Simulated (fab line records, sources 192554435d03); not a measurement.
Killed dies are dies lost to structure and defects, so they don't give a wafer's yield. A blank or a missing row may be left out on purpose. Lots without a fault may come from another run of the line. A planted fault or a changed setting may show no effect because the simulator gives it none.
Chamber matching | flow n5_finfet | N5_MOL_CONTACT_COAG_ETCH_124 on rie_diel-03: 4 sister chambers
The step etches SiNx in CH3F/O2, stops on SiOC, target depth 6.5 nm. 4 wafers are shown with their chamber, then 7 later ones without.

WAFERS WITH THEIR CHAMBER
wafer  | chamber | showerhead_plenum_p_Torr (Torr)
L078.6 | 1       | 2.06
L079.6 | 3       | 1.85
L085.1 | 0       | 1.94
L085.3 | 2       | 1.97

WAFERS WITHOUT THEIR CHAMBER
wafer  | showerhead_plenum_p_Torr (Torr)
L085.4 | 2.05
L088.1 | 1.84
L088.3 | 1.96
L088.4 | 1.94
L094.1 | 1.96
L094.2 | 1.93
L094.5 | 1.93

WHICH CHAMBER EACH WENT THROUGH
wafer  | from the rows above     | in truth
L085.4 | 1                       | 1
L088.1 | 3                       | 3
L088.3 | can't be placed: 2 or 0 | 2
L088.4 | 0                       | 0
L094.1 | can't be placed: 2 or 0 | 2
L094.2 | 0                       | 0
L094.5 | 0                       | 0
Placed correctly: 5 of 7. Can't be placed from these rows: 2 (the true chamber is among the candidates in 2). Placed wrongly: 0.
How it was worked out, from the rows above alone: a wafer's distance from a chamber is the root of the sum, over the readings, of the square of ((its reading less the chamber's mean) divided by the reading's scatter). The wafer belongs to the nearest chamber; if the next one is less than 2 further off, it can't be placed. A chamber's mean is the mean of its shown wafers. The scatter: with one shown wafer a chamber, the root of the mean of the squares of how far each hidden wafer lies from its nearest shown one.
